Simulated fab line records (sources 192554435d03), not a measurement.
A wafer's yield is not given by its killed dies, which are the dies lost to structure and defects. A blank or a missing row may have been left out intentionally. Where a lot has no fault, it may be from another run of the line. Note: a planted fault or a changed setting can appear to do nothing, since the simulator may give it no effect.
Split-lot experiment    flow n5 finfet    7 lots, 39 wafers read, on a route of 1938 steps

## ON THE SPLIT
At N5_SD_EPI_N_SD_RECESS_17 (chemistry HBr/Cl2/O2, target depth 41 nm, time 23.7 s, bt time 3 s), the setting time s was moved away from the recipe's 23.7 s on 18 of the 39 wafers read, by -8.9% to +8.5%. All remaining wafers had this setting at the recipe value.

The split's own step is where the reading is taken.

## THE READING
SD_EPI_N.feature depth nm (the simulator's own value, which no gauge read), in nm, at N5_SD_EPI_N_SD_RECESS_17 (chemistry HBr/Cl2/O2, target depth 41 nm, time 23.7 s, bt time 3 s). The file gives no usual value for it. Here, 21 wafers ran the recipe; their average is 40.9 nm with a standard deviation of 0.88 nm.

wafer   tool, chamber at the split  time s as run, s  against the recipe  SD_EPI_N.feature depth nm, nm  against lot-mates on the recipe
L074.1  rie si-03, 0                23.7              recipe              42.4                           -
L074.2  rie si-03, 3                23.7              recipe              41                             -
L074.3  rie si-03, 2                24.35             +2.7%               42.4                           +0.8
L074.4  rie si-03, 1                24.35             +2.7%               43.2                           +1.6
L074.5  rie si-03, 2                23.7              recipe              41.4                           -
L074.6  rie si-03, 3                24.35             +2.7%               42.4                           +0.8
L075.1  rie si-04, 2                23.7              recipe              38.8                           -
L075.3  rie si-04, 3                23.7              recipe              40.6                           -
L075.5  rie si-04, 2                23.7              recipe              39.2                           -
L076.1  rie si-04, 0                23.7              recipe              40.4                           -
L076.2  rie si-04, 1                23.7              recipe              41.2                           -
L076.3  rie si-04, 3                23.7              recipe              40.8                           -
L076.4  rie si-04, 2                25.72             +8.5%               42                             +1.2
L076.5  rie si-04, 0                25.72             +8.5%               43.8                           +3.0
L076.6  rie si-04, 3                25.72             +8.5%               43.8                           +3.0
L083.1  rie si-04, 0                24.5              +3.4%               41.8                           +1.2
L083.2  rie si-04, 2                23.7              recipe              39.8                           -
L083.3  rie si-04, 1                24.5              +3.4%               42.2                           +1.6
L083.4  rie si-04, 3                24.5              +3.4%               42.6                           +2.0
L083.5  rie si-04, 1                23.7              recipe              41.6                           -
L083.6  rie si-04, 0                23.7              recipe              40.4                           -
L085.1  rie si-03, 1                23.7              recipe              42                             -
L085.2  rie si-03, 3                22.07             -6.9%               37.8                           -3.9
L085.3  rie si-03, 2                22.07             -6.9%               38.6                           -3.1
L085.4  rie si-03, 0                23.7              recipe              41.6                           -
L085.5  rie si-03, 1                22.07             -6.9%               39.2                           -2.5
L085.6  rie si-03, 0                23.7              recipe              41.6                           -
L086.1  rie si-05, 1                23.7              recipe              41.4                           -
L086.2  rie si-05, 0                23.7              recipe              40.6                           -
L086.3  rie si-05, 3                23.7              recipe              40.4                           -
L086.4  rie si-05, 2                21.97             -7.3%               37.8                           -3.0
L086.5  rie si-05, 2                21.97             -7.3%               37.6                           -3.2
L086.6  rie si-05, 3                21.97             -7.3%               37.6                           -3.2
L097.1  rie si-03, 1                23.7              recipe              41.8                           -
L097.2  rie si-03, 0                21.6              -8.9%               37.8                           -3.4
L097.3  rie si-03, 3                21.6              -8.9%               37.2                           -4.0
L097.4  rie si-03, 0                23.7              recipe              41.4                           -
L097.5  rie si-03, 3                23.7              recipe              40.4                           -
L097.6  rie si-03, 1                21.6              -8.9%               38                             -3.2

THE FIT
A straight line over all 39 wafers: SD_EPI_N.feature depth nm changes by +0.359 nm for each +1% of time s; r = +0.90; the points scatter about the line by 0.83 nm.
The same after taking each lot's own level away (the mean of its wafers on the recipe; 39 wafers): +0.384 nm for each +1%; r = +0.94; scatter 0.62 nm.
According to that fit, moving time s by its largest amount changes the reading by 3.4 nm.
Measured against the standard deviation above, the lots' own levels, which go from 39.53 to 41.73 nm, span 2.5 times it.
The two slopes agree, so the slope changes little with the lot-to-lot level.
Check: -3.54 nm against its lot-mates is what the line predicts for one of the wafers moved furthest among these (-8.9%) when that wafer is left out of the fit. Against them it came out at -3.4 nm.

## THE OTHER SPLITS THESE WAFERS WENT THROUGH
These wafers also went through other splits before the reading. Each is held against what the fit with the lots' levels taken away leaves over:
other split on the same wafers        wafers away from the commonest value  r with SD_EPI_N.feature depth nm (lot level and that fit taken away)
N5_FIN_SAQP_ALD_61 ald cycles         9                                     -0.19
N5_DUMMY_GATE_ETCH_31 target depth a  15                                    -0.06

## THE WHOLE CHAIN: every reading that the file lists as answering this split, in the file's order
step                      what it does                                                        reading                                                                        change (the file's fit)                r (the file's)
N5_SD_EPI_N_SD_RECESS_17  chemistry HBr/Cl2/O2, target depth 41 nm, time 23.7 s, bt time 3 s  Si_of_WELL_APT_EPI_41.thk nm (the simulator's own value, which no gauge read)  -0.378 nm for each +1% of the setting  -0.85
N5_SD_EPI_N_SD_RECESS_17  chemistry HBr/Cl2/O2, target depth 41 nm, time 23.7 s, bt time 3 s  etch.depth nm (the simulator's own value, which no gauge read)                 +0.386 nm for each +1% of the setting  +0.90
N5_SD_EPI_N_SD_RECESS_17  chemistry HBr/Cl2/O2, target depth 41 nm, time 23.7 s, bt time 3 s  SD_EPI_N.feature depth nm (the simulator's own value, which no gauge read)     +0.388 nm for each +1% of the setting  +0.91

## THE FILE'S OWN FIT
SD_EPI_N.feature depth nm changes by +0.388 nm for each +1% of time s, r = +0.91.
